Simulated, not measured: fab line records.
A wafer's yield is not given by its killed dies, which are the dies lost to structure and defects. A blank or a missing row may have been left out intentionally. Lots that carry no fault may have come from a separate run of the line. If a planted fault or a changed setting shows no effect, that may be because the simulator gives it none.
A lot that was struck, set against a sound lot | flow n5Finfet | 19 out of 1938 route steps
Sound: these wafers, L132.1, L132.4, L132.5. Wafers struck: L146.1, L146.2, L146.4. The cause is given at the end.
Order at every step that has rows: each side's tool, ch and its chambers, its first start. Under that, the readings that differ: sound wafers | struck wafers | difference of the means | sigmas: that difference in standard deviations of wafers without a fault.
alike: readings whose means differ by less than 2 such deviations, and words and numbers that are the same on both sides. not compared: withheld readings, readings that some wafer has no value for, bounds like >300 that may hide the same value, and numbers for which the record gives no deviation and whose values overlap.
The two part at a step that has a row with sigmas, a row that says differs or no value, or rows on one side only. Numbers that have no deviation but don't overlap get no sigmas and don't part them. A reading missing from all wafers of one side parts the sides only when that side holds two or more wafers.

N5_BEOL_M8_ETCH_62: etches SOC in N2/H2, target depth 110 nm, overetch 22 nm, time 165 s.
  sound on rieDiel-04 ch 1,2,3, day 9 22:22; struck on rieDiel-01 ch 0,2,3, day 13 02:31
  alike: drypumpMotorCurrentA, oesProductAu, rfVppV, showerheadPlenumPTorr, throttleValvePct
  not compared: rfHoursCounterH
then, 1 step without rows for these wafers: N5_BEOL_M8_STRIP_68 (strips in N2/H2).
N5_BEOL_M8_STRIP_67: strips in CF4.
  sound on rieDiel-04 ch 1,2,3, day 9 22:31; struck on rieDiel-01 ch 0,2,3, day 13 02:40
  alike: drypumpMotorCurrentA, oesProductAu, powerW, rfVppV, showerheadPlenumPTorr, throttleValvePct
  not compared: rfHoursCounterH
N5_BEOL_M8_HM_OPEN_17: chemistry Cl2/BCl3, target TiN, target depth 20 nm, overetch 6 nm.
  sound on rieMetal-02 ch 0,1, day 9 22:33; struck on rieMetal-03 ch 0,1, day 13 02:43
  alike: drypumpMotorCurrentA, oesProductAu, throttleValvePct
  not compared: rfHoursCounterH
N5_BEOL_M8_STRIP_19: strips in O2.
  sound on rieDiel-01 ch 0,3, day 9 22:40; struck on rieDiel-04 ch 0,1,3, day 13 02:49
  alike: drypumpMotorCurrentA, oesProductAu, rfVppV, showerheadPlenumPTorr, throttleValvePct
  not compared: rfHoursCounterH
N5_BEOL_M8_CD_MEAS_18: pitch 80 nm, target cd 40 nm.
  sound on cdSem-01, day 9 22:44; struck on cdSem-03, day 13 02:53
  alike: cdNm
then, 6 steps without rows for these wafers: N5_BEOL_M8_COAT_63 (time 60 s, resist thk 60 nm); N5_BEOL_M8_COAT_64 (time 60 s, resist thk 12 nm); N5_BEOL_M8_COAT_71 (time 60 s, resist thk 5 nm); N5_BEOL_M8_COAT_22 (resist thk 30 nm); N5_BEOL_M8_EBR_24; N5_BEOL_M8_SOFTBAKE_23 (time 60 s).
N5_BEOL_M8_EXPOSE_25: exposes mask V7, target cd 40 nm.
  sound on euvScanner-01 ch 0, day 9 23:16; struck on euvScanner-01 ch 0, day 13 03:59
reading                       | sound          | struck      | difference | sigmas
model.BEOL_M8.overlayXNm (nm) | -0.4 -0.4 -0.4 | 4.6 4.6 4.6 | +5.0       | 
  alike: mask
then, 2 steps without rows for these wafers: N5_BEOL_M8_PEB_26 (peb time 60 s); N5_BEOL_M8_DEVELOP_27 (develop time 30 s).
N5_BEOL_M8_CD_MEAS_28: target cd 40 nm.
  sound on cdSem-02 ch 0, day 9 23:25; struck on cdSem-03 ch 0, day 13 04:07
  alike: cdNm
N5_BEOL_M8_OVL_MEAS_29:
  sound on overlay-02 ch 0, day 9 23:26; struck on overlay-01 ch 0, day 13 04:09
reading     | sound          | struck      | difference | sigmas
V7_OVL (nm) | -1.2 -1.0 -0.7 | 3.1 3.4 4.0 | +4.5       | +6
N5_BEOL_M8_INSPECT_30: inspects for defects (brightfield).
  sound on defectInspect-02, day 9 23:29; struck on defectInspect-01, day 13 04:12
  alike: rawDefectCount
N5_PASSIVATION_PROBE_49:
  sound wafers here have rows in the record (prober-01, day 13 01:50); struck ones have none

WHERE THEY PART
First at N5_BEOL_M8_OVL_MEAS_29; last, within this record, at N5_PASSIVATION_PROBE_49.

WHY: the cause the simulator had injected
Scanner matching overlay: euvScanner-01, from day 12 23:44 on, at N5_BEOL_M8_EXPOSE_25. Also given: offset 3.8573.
